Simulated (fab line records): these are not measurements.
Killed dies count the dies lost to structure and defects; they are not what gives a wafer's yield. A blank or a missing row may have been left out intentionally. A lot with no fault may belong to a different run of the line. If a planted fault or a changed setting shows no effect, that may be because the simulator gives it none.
Matching of chambers ; flow n5-finfet ; N5_DUMMY_GATE_ETCH_36 on rie-diel-05 has 4 sister chambers
The step etches SiARC in CF4, target depth 13 nm. 8 wafers are shown with their chamber, then 7 later ones without.

## EACH WAFER AND ITS CHAMBER
wafer;chamber;throttle-valve-pct (%);drypump-motor-current-A (A)
L074.6;3;15.87;5.5
L076.6;3;15.86;5.5
L080.4;0;15.63;6.4
L080.5;2;15.00;5.8
L084.2;0;15.65;6.4
L084.3;2;15.02;5.7
L084.5;1;15.28;5.5
L086.2;1;15.29;5.4

## WAFERS MISSING THEIR CHAMBER
wafer;throttle-valve-pct (%);drypump-motor-current-A (A)
L086.6;15.46;5.4
L089.1;15.47;5.5
L089.3;15.28;5.4
L089.5;15.03;5.7
L090.4;15.66;6.4
L090.5;15.03;5.7
L090.6;15.47;5.4

## EACH ONE'S CHAMBER
wafer;from the rows above;in truth
L086.6;1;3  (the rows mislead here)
L089.1;1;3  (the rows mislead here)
L089.3;1;1
L089.5;2;2
L090.4;0;0
L090.5;2;2
L090.6;1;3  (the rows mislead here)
Correctly placed: 4 of 7. Number that these rows cannot place: 0. 3 placed wrongly.
How it was worked out, from the rows above alone: a wafer's distance from a chamber is the root of the sum, over the readings, of the square of ((its reading less the chamber's mean) divided by the reading's scatter). If the next closest chamber is less than 2 further off than the closest, the wafer can't be placed; otherwise it belongs to the closest. A chamber's mean is the mean of its shown wafers. The scatter: take each reading less its chamber's mean, square it, sum over the shown wafers, divide by the number of wafers less the number of chambers, and take the root.
